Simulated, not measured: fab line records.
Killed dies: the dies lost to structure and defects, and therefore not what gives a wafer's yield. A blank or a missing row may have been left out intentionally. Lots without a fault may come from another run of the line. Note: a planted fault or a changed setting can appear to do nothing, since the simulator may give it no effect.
Comparing a struck lot with a sound one || flow n5-finfet || 14 out of 1938 route steps
Sound: these wafers, L414.1, L414.3, L414.4. Wafers struck: L431.2, L431.3, L431.5. At the end, the cause is stated.
Per side, at each step with rows, come the tool, then ch with its chambers, and then its first start. Under that, the readings that differ: sound wafers || struck wafers || difference of the means || sigmas: that difference in standard deviations of wafers without a fault.
alike: readings with means less than 2 such deviations apart, plus words and numbers identical on both sides. not compared: withheld readings, readings lacking a value on some wafer, bounds such as >300 that could conceal the same value, and numbers that have no deviation in the record and whose values overlap.
The two part at a step that has a row with sigmas, a row that says differs or no value, or rows on one side only. Numbers that have no deviation but don't overlap get no sigmas and don't part them. A reading missing from all wafers of one side parts the sides only when that side holds two or more wafers.

first, 7 steps without rows for these wafers: N5_BEOL_M15_COAT_22 (resist thk 800 nm); N5_BEOL_M15_EBR_24; N5_BEOL_M15_SOFTBAKE_23 (time 60 s); N5_BEOL_M15_EXPOSE_25 (exposes mask M15, target cd 400 nm); N5_BEOL_M15_PEB_26 (peb time 90 s); N5_BEOL_M15_DEVELOP_27 (develop time 45 s); N5_BEOL_M15_HARDBAKE_32 (time 120 s).
N5_BEOL_M15_CD_MEAS_28: target cd 407.6 nm.
  sound on cd-sem-02 ch 0, day 11 21:49; struck on cd-sem-03 ch 0, day 17 02:34
  alike: cd-nm
N5_BEOL_M15_OVL_MEAS_29:
  sound on overlay-01 ch 0, day 11 21:51; struck on overlay-02 ch 0, day 17 02:35
  alike: M15_OVL
N5_BEOL_M15_INSPECT_30: inspects for defects (macro).
  sound on defect-inspect-01 at day 11 21:52; struck on defect-inspect-02 at day 17 02:37
  alike: raw-defect-count
N5_BEOL_M15_DESCUM_33: chemistry O2, time 7.9 s.
  sound on rie-diel-05 ch 0,1,3, day 11 22:37; struck on rie-diel-04 ch 0,2,3, day 17 02:39
  alike: chamber-pressure-mTorr, drypump-motor-current-A, oes-product-au, rf-vpp-V, showerhead-plenum-p-Torr, throttle-valve-pct
  not compared: rf-hours-counter-h
N5_BEOL_M15_ETCH_61: etches BARC in N2/H2, target depth 89 nm, overetch 26.7 nm, time 67.9 s.
  sound on rie-diel-05 ch 0,1,3, day 11 22:39; struck on rie-diel-04 ch 0,2,3, day 17 02:41
  alike: bias-w, chamber-pressure-mTorr, drypump-motor-current-A, oes-product-au, rf-vpp-V, showerhead-plenum-p-Torr, throttle-valve-pct
  not compared: rf-hours-counter-h
N5_BEOL_M15_TRENCH_ETCH_34: etches SiO2 in C4F8/O2/Ar, target depth 872.93 nm, time 199 s.
  sound on rie-diel-05 ch 0,1,3, day 11 22:43; struck on rie-diel-04 ch 0,2,3, day 17 02:44
{"reading": "bias-w (W)", "sound": "2046 2042 2033", "struck": "2137 2134 2134", "difference": "+95", "sigmas": "+16"}
{"reading": "rf-vpp-V (V)", "sound": "2210 2228 2162", "struck": "2303 2235 2299", "difference": "+79", "sigmas": "+3"}
  alike: chamber-pressure-mTorr, drypump-motor-current-A, oes_f_703_au, oes-product-au, showerhead-plenum-p-Torr, throttle-valve-pct
  not compared: rf-hours-counter-h
N5_PASSIVATION_PROBE_49:
  sound on prober-02 at day 12 16:27; struck on prober-02 at day 17 20:27
  alike: defect-limited-yield, killed_at_M0_to_M3, killed_at_M4_up, killed-at-contacts, killed-at-front-end, killed-at-other, killed-dies, killed-open, killed-short, sort_bin_5_function, sort_bin_6_memory, sort-n-pass, sort-yield-pct

== WHERE THEY PART ==
N5_BEOL_M15_TRENCH_ETCH_34 only, going by this record. Later steps at which nothing parts them and some readings are alike: N5_PASSIVATION_PROBE_49.

WHY: what the simulator had put in
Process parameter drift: rie-diel-04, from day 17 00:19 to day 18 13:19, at N5_BEOL_M15_TRENCH_ETCH_34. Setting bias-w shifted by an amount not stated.
